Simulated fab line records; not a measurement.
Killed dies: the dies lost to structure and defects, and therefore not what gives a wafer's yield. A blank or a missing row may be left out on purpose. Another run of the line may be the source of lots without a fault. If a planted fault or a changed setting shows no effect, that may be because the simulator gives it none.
fab line records    flow nandHarc
record lots=6  wafers=18  lastDay=24
route steps=1159 shown P_M0@273 P_M1@285 END@1159
lots with no fault: from the same line, run without faults
startH: the number of hours between the record's first day and the start of the first shown wafer of the lot    waitH: hours elapsed since this lot's preceding step    " same as the row above    L1.1+2: a row that stands for several wafers    - no value present, or no start provided    * or withheld: withheld    < > ~ a bound
route shown NAME@n: NAME is a module with steps in the file, n the number in the route of the first one    usual: the fault-free wafers' mean and standard deviation    same: alike in all rows    chamber/n: place in a boat    sites: readings site by site    _std_site: standard deviation of those values    _edge_site: outer sites' mean less inner sites'    radiusMm: how far each site lies from the wafer's centre    mask NAME#n: copy n    behind: the tool/chamber that last shaped the wafer    hold: reason for holding the lot/hours on hold/outcome of the hold    device: whichever transistor did not switch (one of n, p or np)    end of line: at the end of the route, the tests of the same wafers    a step given without rows: its recipe and nothing more    killed: not the wafer's yield, but the dies lost to structure and defects at the first sort    map: the dies of a wafer, with x for killed, . for not killed, _ for no die there
set.NAME: the setting as run; set.NAME@STEP: as run at that earlier step    model.NAME: the simulator's own value behind a step, which no gauge read
lots at selected steps of the route; one table per step, one row per wafer
services: from which hour (startH, from the record's first day; less than 0 if before it) a tool's chamber was out of use, for how many hours, and why
## steps
# step NHARC_P_M0_PRE_CLEAN_29
# recipe timeS=30  tempC=280  gas=H2/He
# step NHARC_P_M0_PVD_20
# recipe targetThkA=50  biasV=168.6  powerW=15000  chamberPressurePa=0.12  timeS=8.06  substrateTempC=50  material=TaN
# step NHARC_P_M0_PVD_21
# recipe targetThkA=300  chamberPressurePa=5  powerW=5000  substrateTempC=30  timeS=20.49  material=Cu
# step NHARC_P_M0_ECD_22
# recipe targetThkA=4000  bathTempC=25  material=Cu
# step NHARC_P_M0_ANNEAL_30
# recipe tempC=225  timeS=90
# usual annealTempCMax=226.7/0.36  wafer_temp_C_max=225.98/0.3
lot.wafer  tool          chamber  startH  waitH  annealTempCMax  wafer_temp_C_max
L332.1     rtpAnneal-02  0        130.62  -      227.0           225.93
L332.4     "             0        "       "      226.4           225.62
L332.5     "             0        "       "      226.7           226.13
L333.2     rtpAnneal-01  0        139.82  0.4    227.2           226.75
L333.3     "             0        "       "      226.5           226.19
L333.5     "             0        "       "      226.4           226.35
L344.1     rtpAnneal-01  0        216.65  -      226.4           226.01
L344.2     "             0        "       "      226.2           225.90
L344.5     "             0        "       "      226.6           226.05
L349.1     rtpAnneal-02  0        234.66  -      227.4           225.99
L349.3     "             0        "       "      226.7           225.73
L349.4     "             0        "       "      227.3           226.04
L351.1     rtpAnneal-01  0        247.70  -      226.1           226.24
L351.5     "             0        "       "      227.1           226.00
L351.6     "             0        "       "      226.5           226.10
L352.2     rtpAnneal-02  0        248.36  0.3    226.8           225.82
L352.5     "             0        "       "      226.7           225.82
L352.6     "             0        "       "      227.0           226.10
# step NHARC_P_M0_CMP_23
# recipe tOverpolishS=20  targetThkNm=117.53
# usual motorCurrentA=12.5/1.4  timeToEndpointS=28.0/2.4
lot.wafer  tool    chamber  startH  waitH  motorCurrentA  timeToEndpointS
L332.4     cmp-01  2        131.03  -      11.3           25.1
L332.1     "       3        "       "      14.3           25.5
L332.5     "       0        "       "      11.6           31.1
L333.3     cmp-03  2        140.11  -      12.9           28.1
L333.2     "       1        "       "      11.1           24.7
L333.5     "       2        "       "      13.1           27.7
L344.1     cmp-02  2        216.99  -      12.9           27.8
L344.2     "       1        "       "      12.0           30.3
L344.5     "       3        "       "      12.6           31.4
L349.1     cmp-03  0        235.01  -      12.2           26.7
L349.4     "       1        "       "      10.9           27.7
L349.3     "       2        "       "      12.9           30.1
L351.1     cmp-01  2        248.10  -      10.8           27.7
L351.5     "       0        "       "      11.3           31.8
L351.6     "       1        "       "      14.6           26.6
L352.2     cmp-02  1        248.71  -      12.6           30.7
L352.5     "       0        "       "      13.1           27.4
L352.6     "       1        "       "      12.2           28.7
# step NHARC_P_M0_THK_MEAS_24
# recipe thkMeasGauge=xrf
# usual thkNm=117.5/1.5
lot.wafer  tool          chamber  startH  waitH  thkNm
L332.1     filmMetro-01  -        131.28  -      114.2
L332.4     "             -        "       "      114.6
L332.5     "             -        "       "      117.4
L333.2     filmMetro-01  -        140.42  -      116.0
L333.3     "             -        "       "      119.7
L333.5     "             -        "       "      120.8
L344.1     filmMetro-02  -        217.31  -      114.7
L344.2     "             -        "       "      117.2
L344.5     "             -        "       "      117.1
L349.1     filmMetro-01  -        235.33  -      117.7
L349.3     "             -        "       "      120.1
L349.4     "             -        "       "      117.5
L351.1     filmMetro-01  -        248.36  -      117.7
L351.5     "             -        "       "      117.6
L351.6     "             -        "       "      115.3
L352.2     filmMetro-01  -        249.00  -      119.1
L352.5     "             -        "       "      120.8
L352.6     "             -        "       "      121.5
# step NHARC_P_M0_SRD_25
# step NHARC_P_M0_INSPECT_27
# usual rawDefectCount=346/160
lot.wafer  tool              chamber  startH  waitH  rawDefectCount
L332.1     defectInspect-01  -        131.44  0.0    232
L332.4     "                 -        "       "      213
L332.5     "                 -        "       "      319
L333.2     defectInspect-01  -        140.58  0.0    96
L333.3     "                 -        "       "      106
L333.5     "                 -        "       "      210
L344.1     defectInspect-02  -        217.47  0.0    373
L344.2     "                 -        "       "      374
L344.5     "                 -        "       "      361
L349.1     defectInspect-01  -        235.49  0.0    177
L349.3     "                 -        "       "      300
L349.4     "                 -        "       "      277
L351.1     defectInspect-01  -        248.55  0.0    429
L351.5     "                 -        "       "      384
L351.6     "                 -        "       "      298
L352.2     defectInspect-01  -        249.17  0.0    201
L352.5     "                 -        "       "      222
L352.6     "                 -        "       "      228
# step NHARC_P_M0_PRE_CLEAN_31
# recipe timeS=12  tempC=370  rfPowerW=300  gas=NH3
# step NHARC_P_M0_DEP_32
# recipe targetThkA=300  tempC=370  targetThkNm=30  pressureTorr=3  flowSccm=200  rfW=450  material=SiCN
# step NHARC_P_M1_DEP_00
# recipe targetThkA=1825  targetThkNm=182.5  tempC=withheld  pressureTorr=5  flowSccm=200  rfW=600  material=SiOC
lot.wafer   tool      chamber  startH  waitH
L332.1+4+5  pecvd-04  1,2,0    132.09  -
L333.3+2+5  pecvd-04  1,0,1    141.14  -
L344.1+2+5  pecvd-03  2,1,2    218.04  -
L349.3+1+4  pecvd-04  0,1,2    236.05  -
L351.1+5+6  pecvd-04  2,2,1    249.11  -
L352.2+5+6  pecvd-03  2,2,0    249.83  -
# step NHARC_P_M1_DEHYDRATE_01
# recipe tempC=150  timeS=120
# step NHARC_P_M1_HMDS_02
# recipe timeS=30
# step NHARC_P_M1_COAT_34
# recipe tempC=200  timeS=65
# step NHARC_P_M1_COAT_03
# recipe spinRpm=1500  resistThkNm=90
# step NHARC_P_M1_SOFTBAKE_04
# recipe tempC=105  timeS=55
# step NHARC_P_M1_EBR_05
# step NHARC_P_M1_EXPOSE_06
# recipe na=1.35  targetCdNm=130  doseMj=81.88  maskId=P_M1
# step NHARC_P_M1_PEB_07
# recipe pebTempC=100  pebTimeS=65
# step NHARC_P_M1_DEVELOP_08
# recipe developTimeS=35  devTempC=23
# step NHARC_P_M1_CD_MEAS_09
# recipe targetCdNm=130  landingEnergyEv=500
# usual cdNm=129.8/0.54
# same landingEnergyEv=500
lot.wafer  tool      chamber  startH  waitH  cdNm
L332.1     cdSem-03  0        132.71  -      131.0
L332.4     "         0        "       "      129.8
L332.5     "         0        "       "      130.1
L333.2     cdSem-03  0        142.00  -      130.4
L333.3     "         0        "       "      129.5
L333.5     "         0        "       "      130.2
L344.1     cdSem-02  0        218.74  -      129.9
L344.2     "         0        "       "      129.8
L344.5     "         0        "       "      129.9
L349.1     cdSem-02  0        236.76  -      130.2
L349.3     "         0        "       "      129.9
L349.4     "         0        "       "      130.2
L351.1     cdSem-02  0        249.82  -      129.6
L351.5     "         0        "       "      129.9
L351.6     "         0        "       "      130.0
L352.2     cdSem-01  0        250.65  -      129.5
L352.5     "         0        "       "      129.7
L352.6     "         0        "       "      129.5
# step NHARC_P_M1_OVL_MEAS_10
# recipe pitchNm=260
# usual overlayXNm=0.1/0.87  overlayYNm=0.2/0.76
lot.wafer  tool        chamber  startH  waitH  overlayXNm  overlayYNm
L332.1     overlay-01  -        132.80  -      1.6         1.0
L332.4     "           -        "       "      0.5         1.5
L332.5     "           -        "       "      1.0         1.6
L333.2     overlay-02  -        142.08  -      0.0         1.2
L333.3     "           -        "       "      -0.4        1.7
L333.5     "           -        "       "      0.1         0.8
L344.1     overlay-01  -        218.83  -      -0.1        -0.6
L344.2     "           -        "       "      0.0         -0.3
L344.5     "           -        "       "      0.3         -0.7
L349.1     overlay-02  -        236.84  -      -0.1        0.1
L349.3     "           -        "       "      -1.1        0.6
L349.4     "           -        "       "      -0.2        0.8
L351.1     overlay-02  -        249.91  -      -0.3        0.0
L351.5     "           -        "       "      -0.3        -0.3
L351.6     "           -        "       "      0.2         -0.6
L352.2     overlay-02  -        250.74  -      -0.2        -0.1
L352.5     "           -        "       "      0.2         -0.6
L352.6     "           -        "       "      -0.6        -0.4
# step NHARC_P_M1_INSPECT_11
# usual rawDefectCount=4.2/2.6
lot.wafer  tool              chamber  startH  waitH  rawDefectCount
L332.1     defectInspect-02  -        132.84  0.0    7
L332.4     "                 -        "       "      3
L332.5     "                 -        "       "      3
L333.2     defectInspect-02  -        142.14  0.1    1
L333.3     "                 -        "       "      6
L333.5     "                 -        "       "      7
L344.1     defectInspect-01  -        218.87  0.0    7
L344.2     "                 -        "       "      4
L344.5     "                 -        "       "      2
L349.1     defectInspect-01  -        236.88  0.0    4
L349.3     "                 -        "       "      10
L349.4     "                 -        "       "      8
L351.1     defectInspect-01  -        249.96  0.1    8
L351.5     "                 -        "       "      1
L351.6     "                 -        "       "      2
L352.2     defectInspect-01  -        250.78  0.0    5
L352.5     "                 -        "       "      3
L352.6     "                 -        "       "      4
# step NHARC_P_M1_DESCUM_14
# recipe timeS=3  o2FlowSccm=200  arFlowSccm=0  biasPowerW=0  chemistry=O2
# step NHARC_P_M1_ETCH_35
# recipe targetDepthA=400  overetchA=120  timeS=43.94  ionEnergyEv=200  n2FlowSccm=150  h2FlowSccm=150  arFlowSccm=0  rfW=400  biasW=150  chemistry=N2/H2
# step NHARC_P_M1_ETCH_15
# recipe targetDepthA=1825  timeS=91.2  c4f8FlowSccm=withheld  arFlowSccm=400  rfW=600  biasW=300  chemistry=C4F8/Ar
# usual oesProductAu=0.953/0.023  rfVppV=441.2/2.4
lot.wafer  tool        chamber  startH  waitH  oesProductAu  rfHoursCounterH  rfVppV
L332.1     rieDiel-12  2        -       -      0.917         5.2              444.3
L332.4     "           3        "       "      0.920         5.7              441.0
L332.5     "           1        "       "      0.921         -                441.7
L333.2     rieDiel-12  2        -       -      0.961         5.9              442.7
L333.3     "           0        "       "      0.967         6.7              438.0
L333.5     "           3        "       "      0.953         -                441.1
L344.2     rieDiel-06  1        -       -      0.952         2.9              438.0
L344.1     "           3        "       "      0.974         2.9              445.5
L344.5     "           1        "       "      0.967         -                439.0
L349.3     rieDiel-12  3        -       -      0.924         2.4              442.7
L349.4     "           0        "       "      0.928         2.7              438.5
L349.1     "           1        "       "      0.931         1.8              442.8
L351.1     rieDiel-12  0        -       -      0.991         3.7              437.3
L351.6     "           0        "       "      0.994         -                438.0
L351.5     "           1        "       "      0.980         -                440.7
L352.2     rieDiel-12  0        -       -      0.963         3.8              438.6
L352.5     "           1        "       "      0.946         -                443.7
L352.6     "           2        "       "      0.969         -                443.7
# step NHARC_P_M1_CD_MEAS_16
# usual cdNm=129.5/0.71
lot.wafer  tool      chamber  startH  waitH  cdNm
L332.1     cdSem-02  -        133.20  -      130.3
L332.4     "         -        "       "      130.4
L332.5     "         -        "       "      129.9
L333.2     cdSem-02  -        142.52  -      130.1
L333.3     "         -        "       "      130.7
L333.5     "         -        "       "      129.8
L344.1     cdSem-01  -        219.24  -      129.3
L344.2     "         -        "       "      130.1
L344.5     "         -        "       "      128.9
L349.1     cdSem-02  -        237.25  -      129.9
L349.3     "         -        "       "      129.9
L349.4     "         -        "       "      130.6
L351.1     cdSem-03  -        250.33  -      129.0
L351.5     "         -        "       "      130.6
L351.6     "         -        "       "      130.3
L352.2     cdSem-01  -        251.15  -      129.3
L352.5     "         -        "       "      130.0
L352.6     "         -        "       "      129.4
# step NHARC_P_M1_STRIP_18
# recipe powerW=1000  n2FlowSccm=150  h2FlowSccm=150  arFlowSccm=0  biasW=0  chemistry=N2/H2
# step NHARC_P_M1_ETCH_28
# recipe targetDepthA=300  overEtchFrac=0.3  timeS=72.99  ionEnergyEv=150  cf4FlowSccm=50  n2FlowSccm=100  arFlowSccm=150  rfW=300  biasW=100  chemistry=CF4/N2
# step NHARC_P_M1_STRIP_19
# recipe timeS=600  tempC=30  chemistry=postEtchResidueRemover
# step NHARC_P_M1_DEGAS_29
# recipe tempC=250  timeS=60
# step NHARC_P_M1_PRE_CLEAN_30
# recipe timeS=30  tempC=280  gas=H2/He
# step NHARC_P_M1_PVD_20
# recipe targetThkA=50  biasV=168.6  powerW=15000  chamberPressurePa=0.12  timeS=8.06  substrateTempC=50  material=TaN
# usual chamberPressurePa=0.11997/0.00024  throttleValvePct=30.2/1.1
lot.wafer  tool           chamber  startH  waitH  chamberPressurePa  throttleValvePct
L332.1     pvdSputter-02  -        -       -      0.12021            30.7
L332.4     "              -        "       "      0.11997            29.5
L332.5     "              -        "       "      0.11979            28.3
L333.2     pvdSputter-02  -        -       -      0.11988            29.2
L333.3     "              -        "       "      0.12004            28.9
L333.5     "              -        "       "      0.12054            28.8
L344.2     pvdSputter-01  -        -       -      0.11989            30.7
L344.1     "              -        "       "      0.12009            30.3
L344.5     "              -        "       "      0.11974            30.8
L349.3     pvdSputter-02  -        -       -      0.11997            28.7
L349.1     "              -        "       "      0.11993            31.1
L349.4     "              -        "       "      0.11981            29.0
L351.1     pvdSputter-03  -        -       -      0.1197             29.3
L351.6     "              -        "       "      0.11954            32.1
L351.5     "              -        "       "      0.11991            30.3
L352.2     pvdSputter-03  -        -       -      0.11964            31.8
L352.6     "              -        "       "      0.1198             32.1
L352.5     "              -        "       "      0.11955            30.2
# step NHARC_P_M1_PVD_21
# recipe targetThkA=300  chamberPressurePa=5  powerW=5000  substrateTempC=30  timeS=20.49  material=Cu
# step NHARC_P_M1_ECD_22
# recipe targetThkA=4000  bathTempC=25  material=Cu
# step NHARC_P_M1_ANNEAL_31
# recipe tempC=225  timeS=90
# usual annealTempCMax=226.7/0.34  wafer_temp_C_max=226.1/0.32
lot.wafer  tool          chamber  startH  waitH  annealTempCMax  wafer_temp_C_max
L332.1     rtpAnneal-01  0        134.66  0.3    226.2           226.4
L332.4     "             0        "       "      226.3           226.5
L332.5     "             0        "       "      226.7           226.4
L333.2     rtpAnneal-02  0        144.01  -      226.8           225.7
L333.3     "             0        "       "      226.3           225.6
L333.5     "             0        "       "      226.8           225.9
L344.1     rtpAnneal-02  0        220.69  0.3    227.0           225.7
L344.2     "             0        "       "      227.0           226.0
L344.5     "             0        "       "      226.8           225.9
L349.1     rtpAnneal-01  0        238.70  -      226.4           226.3
L349.3     "             0        "       "      226.5           226.7
L349.4     "             0        "       "      226.2           226.1
L351.1     rtpAnneal-01  0        251.80  0.3    226.6           225.7
L351.5     "             0        "       "      226.3           225.7
L351.6     "             0        "       "      226.3           225.5
L352.2     rtpAnneal-01  0        252.65  0.3    226.8           225.9
L352.5     "             0        "       "      226.9           226.0
L352.6     "             0        "       "      227.1           226.3
# step NHARC_P_M1_CMP_23
# recipe tOverpolishS=20  targetThkNm=157.82
# step NHARC_P_M1_SRD_25
# step NHARC_END_SORT_01
# recipe tempC=25
# usual defectLimitedYield=95.7/1.5  killedAtArray=25/9.5  killedAtOther=0.8/1.2  killedAtPeriphery=3.4/2.2  killedDies=29/10  killedOpen=3.3/1.8  killedShort=2.1/1.4  sort_bin_2_pct=1.4/0.63  sort_bin_3_pct=0.22/0.2  sort_bin_4_pct=2.7/0.96  sortNPass=648/10  sortRimYieldPct=95.6/2.8  sortYieldPct=95.7/1.5
# same grossDies=677  sort_bin_5_pct[%]=0  sort_bin_6_pct[%]=0  sort_bin_7_pct[%]=0  sort_bin_8_pct[%]=0  sortRimNGross=106.00
lot.wafer  tool       chamber  startH  waitH  defectLimitedYield[%]  killedAtArray  killedAtOther  killedAtPeriphery  killedDies  killedOpen  killedShort  sort_bin_2_pct[%]  sort_bin_3_pct[%]  sort_bin_4_pct[%]  sortNPass  sortRimYieldPct[%]  sortYieldPct[%]
L332.1     prober-02  0        465.12  2.5    94.7                   31             0              5                  36          3           2            1.5                0.44               3.4                641        98.1                94.7
L332.4     prober-02  0        467.53  3.4    95.4                   28             0              3                  31          3           2            1.2                0.15               3.2                646        96.2                95.4
L332.5     prober-02  0        468.33  3.7    96.3                   22             0              3                  25          4           3            1.3                0                  2.4                652        96.2                96.3
L344.1     prober-01  0        545.62  2.4    96.5                   21             0              3                  24          2           2            0.9                0.30               2.4                653        99.1                96.5
L344.2     prober-01  0        546.43  2.8    95.6                   26             2              2                  30          5           1            1.3                0.15               3.0                647        96.2                95.6
L344.5     prober-01  0        548.85  3.7    95.9                   23             3              2                  28          2           4            0.9                0.30               3.0                649        97.2                95.9
L349.1     prober-01  0        561.25  2.5    0                      37             0              640                677         1           1            96.0               0.30               3.7                0          0                   0
L349.3     prober-01  0        562.82  3.1    0                      33             2              642                677         4           5            96.2               0.15               3.7                0          0                   0
L349.4     prober-01  0        563.61  3.4    0                      31             0              646                677         1           1            95.9               0.30               3.8                0          0                   0
L351.1     prober-01  0        583.46  2.5    0                      19             0              658                677         4           3            97.6               0.15               2.2                0          0                   0
L351.5     prober-01  0        586.63  3.7    0                      17             1              659                677         1           3            97.9               0                  2.1                0          0                   0
L351.6     prober-01  0        587.43  4.0    0                      22             0              655                677         5           3            97.2               0                  2.8                0          0                   0
# killed by level:class
L332.1 A_SLIT:chamberFilmFlake=13 A_CHANNEL_HOLE_D1:chamberFilmFlake=8 A_CONTACT:chamberFilmFlake=4 P_STI:chamberFilmFlake=2 A_STAIRCASE:chamberFilmFlake=2 P_CONTACT:geometricParticle:short=1 P_M0:geometricParticle:open=1 A_WL_FILL:geometricParticle:open=1
L332.4 A_SLIT:chamberFilmFlake=10 A_CHANNEL_HOLE_D1:chamberFilmFlake=9 A_CONTACT:chamberFilmFlake=2 A_STAIRCASE:chamberFilmFlake=2 P_GATE:geometricParticle:open=1 P_M1:geometricParticle:open=1 A_ONON_D1:geometricParticle:short=1 A_WL_FILL:geometricParticle:short=1
L332.5 A_CHANNEL_HOLE_D1:chamberFilmFlake=10 A_SLIT:chamberFilmFlake=3 A_STAIRCASE:chamberFilmFlake=2 P_GATE:geometricParticle:open=1 P_M0:geometricParticle:short=1 A_ONON_D1:geometricParticle:short=1 A_ONON_D1:geometricParticle:open=1 A_SGD_CUT:geometricParticle:open=1
L344.1 A_CHANNEL_HOLE_D1:chamberFilmFlake=13 P_GATE:chamberFilmFlake=2 A_STAIRCASE:chamberFilmFlake=2 A_WL_FILL:chamberFilmFlake=2 P_GATE:geometricParticle:open=1 A_SOURCE_PLATE:geometricParticle:short=1 A_CHANNEL_HOLE_D1:geometricParticle:open=1 A_M0:geometricParticle:short=1
L344.2 A_CHANNEL_HOLE_D1:chamberFilmFlake=18 A_CONTACT:geometricParticle:open=2 A_M0:geometricParticle:open=2 A_CONTACT:chamberFilmFlake=2 THIN_TSV:chamberFilmFlake=2 P_M1:geometricParticle:open=1 A_CONTACT:geometricParticle:short=1 P_GATE:chamberFilmFlake=1
L344.5 A_CHANNEL_HOLE_D1:chamberFilmFlake=13 A_ZERO_WELL:chamberFilmFlake=3 THIN_TSV:chamberFilmFlake=3 P_CONTACT:geometricParticle:open=1 A_CHANNEL_FILL_D1:geometricParticle:short=1 A_SGD_CUT:geometricParticle:short=1 A_SLIT:geometricParticle:short=1 A_CONTACT:geometricParticle:short=1
L349.1 P_M1:areaDep=636 A_SLIT:chamberFilmFlake=17 A_CHANNEL_HOLE_D1:chamberFilmFlake=5 A_BLC:chamberFilmFlake=5 P_GATE:chamberFilmFlake=4 A_ZERO_WELL:chamberFilmFlake=4 A_CONTACT:chamberFilmFlake=2 A_WL_FILL:geometricParticle:short=1
L349.3 P_M1:areaDep=633 A_SLIT:chamberFilmFlake=14 P_GATE:chamberFilmFlake=7 A_BLC:chamberFilmFlake=4 A_CHANNEL_HOLE_D1:chamberFilmFlake=3 A_CONTACT:chamberFilmFlake=3 A_M0:geometricParticle:short=2 THIN_TSV:chamberFilmFlake=2
L349.4 P_M1:areaDep=640 A_CHANNEL_HOLE_D1:chamberFilmFlake=12 A_SLIT:chamberFilmFlake=9 P_GATE:chamberFilmFlake=5 A_STAIRCASE:chamberFilmFlake=3 A_BLC:chamberFilmFlake=2 A_CHANNEL_FILL_D1:geometricParticle:open=1 A_SGD_CUT:geometricParticle:short=1
L351.1 P_M1:areaDep=655 A_CHANNEL_HOLE_D1:chamberFilmFlake=7 A_ONON_D1:geometricParticle:short=2 P_M1:chamberFilmFlake=2 A_STAIRCASE:chamberFilmFlake=2 A_CONTACT:chamberFilmFlake=2 A_ONON_D1:geometricParticle:open=1 A_WL_FILL:geometricParticle:short=1
L351.5 P_M1:areaDep=656 A_CHANNEL_HOLE_D1:chamberFilmFlake=10 A_STAIRCASE:chamberFilmFlake=2 A_CONTACT:chamberFilmFlake=2 P_M1:geometricParticle:open=1 A_ONON_D1:geometricParticle:short=1 A_CHANNEL_FILL_D1:geometricParticle:short=1 STARTING-WAFER:geometricParticle:short=1
L351.6 P_M1:areaDep=650 A_STAIRCASE:chamberFilmFlake=6 P_M1:chamberFilmFlake=4 A_CHANNEL_HOLE_D1:chamberFilmFlake=4 A_CONTACT:chamberFilmFlake=3 A_CHANNEL_FILL_D1:geometricParticle:open=2 A_CONTACT:geometricParticle:open=2 A_CHANNEL_HOLE_D1:geometricParticle:short=1
# map L349.1 (x killed, . not)
____________x____________
_________xxxxxxx_________
_______xxxxxxxxxxx_______
______xxxxxxxxxxxxx______
_____xxxxxxxxxxxxxxx_____
____xxxxxxxxxxxxxxxxx____
____xxxxxxxxxxxxxxxxx____
___xxxxxxxxxxxxxxxxxxx___
___xxxxxxxxxxxxxxxxxxx___
__xxxxxxxxxxxxxxxxxxxxx__
__xxxxxxxxxxxxxxxxxxxxx__
_xxxxxxxxxxxxxxxxxxxxxxx_
_xxxxxxxxxxxxxxxxxxxxxxx_
_xxxxxxxxxxxxxxxxxxxxxxx_
_xxxxxxxxxxxxxxxxxxxxxxx_
_xxxxxxxxxxxxxxxxxxxxxxx_
xxxxxxxxxxxxxxxxxxxxxxxxx
xxxxxxxxxxxxxxxxxxxxxxxxx
xxxxxxxxxxxxxxxxxxxxxxxxx
xxxxxxxxxxxxxxxxxxxxxxxxx
xxxxxxxxxxxxxxxxxxxxxxxxx
_xxxxxxxxxxxxxxxxxxxxxxx_
_xxxxxxxxxxxxxxxxxxxxxxx_
_xxxxxxxxxxxxxxxxxxxxxxx_
_xxxxxxxxxxxxxxxxxxxxxxx_
_xxxxxxxxxxxxxxxxxxxxxxx_
__xxxxxxxxxxxxxxxxxxxxx__
__xxxxxxxxxxxxxxxxxxxxx__
___xxxxxxxxxxxxxxxxxxx___
___xxxxxxxxxxxxxxxxxxx___
____xxxxxxxxxxxxxxxxx____
____xxxxxxxxxxxxxxxxx____
_____xxxxxxxxxxxxxxx_____
______xxxxxxxxxxxxx______
_______xxxxxxxxxxx_______
_________xxxxxxx_________
____________x____________
# map L351.1 (x killed, . not)
____________x____________
_________xxxxxxx_________
_______xxxxxxxxxxx_______
______xxxxxxxxxxxxx______
_____xxxxxxxxxxxxxxx_____
____xxxxxxxxxxxxxxxxx____
____xxxxxxxxxxxxxxxxx____
___xxxxxxxxxxxxxxxxxxx___
___xxxxxxxxxxxxxxxxxxx___
__xxxxxxxxxxxxxxxxxxxxx__
__xxxxxxxxxxxxxxxxxxxxx__
_xxxxxxxxxxxxxxxxxxxxxxx_
_xxxxxxxxxxxxxxxxxxxxxxx_
_xxxxxxxxxxxxxxxxxxxxxxx_
_xxxxxxxxxxxxxxxxxxxxxxx_
_xxxxxxxxxxxxxxxxxxxxxxx_
xxxxxxxxxxxxxxxxxxxxxxxxx
xxxxxxxxxxxxxxxxxxxxxxxxx
xxxxxxxxxxxxxxxxxxxxxxxxx
xxxxxxxxxxxxxxxxxxxxxxxxx
xxxxxxxxxxxxxxxxxxxxxxxxx
_xxxxxxxxxxxxxxxxxxxxxxx_
_xxxxxxxxxxxxxxxxxxxxxxx_
_xxxxxxxxxxxxxxxxxxxxxxx_
_xxxxxxxxxxxxxxxxxxxxxxx_
_xxxxxxxxxxxxxxxxxxxxxxx_
__xxxxxxxxxxxxxxxxxxxxx__
__xxxxxxxxxxxxxxxxxxxxx__
___xxxxxxxxxxxxxxxxxxx___
___xxxxxxxxxxxxxxxxxxx___
____xxxxxxxxxxxxxxxxx____
____xxxxxxxxxxxxxxxxx____
_____xxxxxxxxxxxxxxx_____
______xxxxxxxxxxxxx______
_______xxxxxxxxxxx_______
_________xxxxxxx_________
____________x____________
## services
tool           chamber  startH  hours  kind
rieDiel-12     0        107.90  -      clean
rieDiel-12     1        107.90  -      clean
pecvd-03       -        111.00  13.0   pm
cmp-02         -        116.18  2.0    repair
rieDiel-06     0        121.88  10.1   repair
pecvd-03       2        125.43  4.9    repair
cmp-02         -        128.50  4.0    pm
pecvd-03       2        141.84  4.6    repair
cmp-03         -        148.15  0.2    repair
pecvd-04       1        153.72  23.2   repair
cmp-03         -        156.09  4.0    pm
pvdSputter-01  -        158.02  10.0   pm
cmp-02         -        165.03  5.0    repair
cmp-03         -        179.68  2.0    repair
cmp-01         -        182.75  4.0    pm
pecvd-03       -        189.66  0.6    repair
pecvd-04       -        195.42  13.0   pm
rieDiel-12     -        202.40  9.0    pm
pvdSputter-02  -        210.87  8.0    repair
pvdSputter-02  -        218.88  10.0   pm
cmp-02         -        226.50  4.0    pm
rieDiel-06     -        241.20  9.0    pm
pvdSputter-03  -        249.30  1.1    repair
pvdSputter-02  -        252.39  4.0    repair
## key
firstSign step=NHARC_END_SORT_01  reading=killedAtPeriphery  direction=up  sigmas=99+  usual=3.4  struck=650
effect step=NHARC_END_SORT_01  reading=sort_bin_2_pct  direction=up  sigmas=99+  usual=1.4  struck=96.8
moreKillsBornAt NHARC_P_M1_DEP_00@pecvd-04=3870
metAt NHARC_P_M1_DEP_00
struckWafers L349.1,L349.3,L349.4,L351.1,L351.5,L351.6
laterRowsLeftOut L349.1,L349.3,L349.4,L351.1,L351.5,L351.6
onsetBetween 141.14 236.05
fault kind=processParameterDrift  tool=pecvd-04  chamber=-  onsetH=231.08  steps=NHARC_P_M1_DEP_00  channel=targetThkNm  offset=131.28  shape=step  endH=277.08  actsIn=theseRecipesOnly  stated=182.5
# laterRowsLeftOut: the simulator's readings of these wafers behind a module that went badly wrong aren't trusted and aren't shown, but for the sort
